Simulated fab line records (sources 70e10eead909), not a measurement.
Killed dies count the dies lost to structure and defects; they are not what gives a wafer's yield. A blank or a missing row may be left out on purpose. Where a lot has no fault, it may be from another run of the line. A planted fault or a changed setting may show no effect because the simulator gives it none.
Matching of chambers | flow nand-harc | pecvd-03 running NHARC_A_STAIRCASE_DEP_280: 3 sister chambers
The step deposits SiON, target thk 30 nm. 3 wafers are shown with their chamber, then 8 later ones without.

## EACH WAFER AND ITS CHAMBER
wafer  | chamber | heater-power-w (W)
L081.3 | 1       | 671
L082.5 | 2       | 829
L085.2 | 0       | 486

## WAFERS WITHOUT THEIR CHAMBER
wafer  | heater-power-w (W)
L085.3 | 713
L085.4 | 728
L088.2 | 587
L088.3 | 809
L088.5 | 802
L096.1 | 773
L096.5 | 775
L096.6 | 858

## CHAMBER TAKEN BY EACH
wafer  | from the rows above     | in truth
L085.3 | can't be placed: 1 or 2 | 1
L085.4 | can't be placed: 1 or 2 | 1
L088.2 | can't be placed: 1 or 0 | 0
L088.3 | 2                       | 2
L088.5 | 2                       | 2
L096.1 | can't be placed: 2 or 1 | 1
L096.5 | can't be placed: 2 or 1 | 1
L096.6 | 2                       | 2
Placed correctly: 3 of 8. From these rows, 5 cannot be placed; in 5 the true chamber is one of the candidates. Wrongly placed: 0.
How it was worked out, from the rows above alone: a wafer's distance from a chamber is the root of the sum, over the readings, of the square of ((its reading less the chamber's mean) divided by the reading's scatter). If the next closest chamber is less than 2 further off than the closest, the wafer can't be placed; otherwise it belongs to the closest. The mean given for a chamber averages the wafers shown for that chamber. The scatter: with one shown wafer a chamber, the root of the mean of the squares of how far each hidden wafer lies from its nearest shown one.
